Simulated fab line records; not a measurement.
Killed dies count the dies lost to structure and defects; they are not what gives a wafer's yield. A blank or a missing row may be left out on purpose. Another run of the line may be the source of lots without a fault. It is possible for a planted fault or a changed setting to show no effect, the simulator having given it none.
The tool behind it: which one? | flow nand-harc | 14 lots (42 wafers sampled), 1 step of a 1302-step route

== WHAT EACH GAUGE READ, for each wafer ==
NHARC_A_SLIT_INSPECT_11. Usual: 51 for raw-defect-count, sd 25.
lot  | measured     | on                | raw-defect-count | flag
L917 | day 20 07:22 | defect-inspect-01 | 63 86 77         |
L918 | day 20 08:38 | defect-inspect-02 | 58 61 77         |
L919 | day 20 20:44 | defect-inspect-02 | 28 15 18         |
L922 | day 22 14:10 | defect-inspect-01 | 70 82 74         |
L923 | day 23 07:07 | defect-inspect-02 | 85 94 77         |
L925 | day 24 17:07 | defect-inspect-01 | 13 20 8          |
L929 | day 24 17:19 | defect-inspect-02 | 59 39 50         |
L932 | day 25 12:13 | defect-inspect-01 | 47 55 53         |
L931 | day 25 13:00 | defect-inspect-01 | 52 63 65         |
L933 | day 27 00:04 | defect-inspect-01 | 31 23 21         |
L934 | day 27 11:59 | defect-inspect-02 | 28 14 18         |
L935 | day 27 23:14 | defect-inspect-02 | 70 65 57         |
L937 | day 28 09:49 | defect-inspect-01 | 14 10 17         |
L939 | day 29 21:50 | defect-inspect-01 | 36 48 40         |

== WHICH TOOL RAN EACH LOT (tool, then ch and the chambers of the sampled wafers, then the start) ==
There is no process step in the record ahead of these readings.

== AS READ BY THE TOOLS THEMSELVES (means over the sampled wafers that have a number; for cases with no such wafer, the mark the record gives instead) ==
The record holds no such reading with a usual standard deviation.

== THE ANSWER, worked out from the rows above alone ==
Rule: lot off if the mean of its wafers having a number is beyond 3 standard deviations from the usual mean. A lot without any number at a reading at which 4 lots or more have one is off too. Where the step has rows for the other lots, those lots are counted as sound. First the gauges in route order, then the tools' own readings, where a lot's mean is used as printed above. The first step at which some lot is off is used, and at that step the reading that is off furthest; a lot without a number counts as furthest.
Across all readings shown, no lot is off: no conclusion can be drawn from this.

== WHAT THE SIMULATOR HAD PUT IN ==
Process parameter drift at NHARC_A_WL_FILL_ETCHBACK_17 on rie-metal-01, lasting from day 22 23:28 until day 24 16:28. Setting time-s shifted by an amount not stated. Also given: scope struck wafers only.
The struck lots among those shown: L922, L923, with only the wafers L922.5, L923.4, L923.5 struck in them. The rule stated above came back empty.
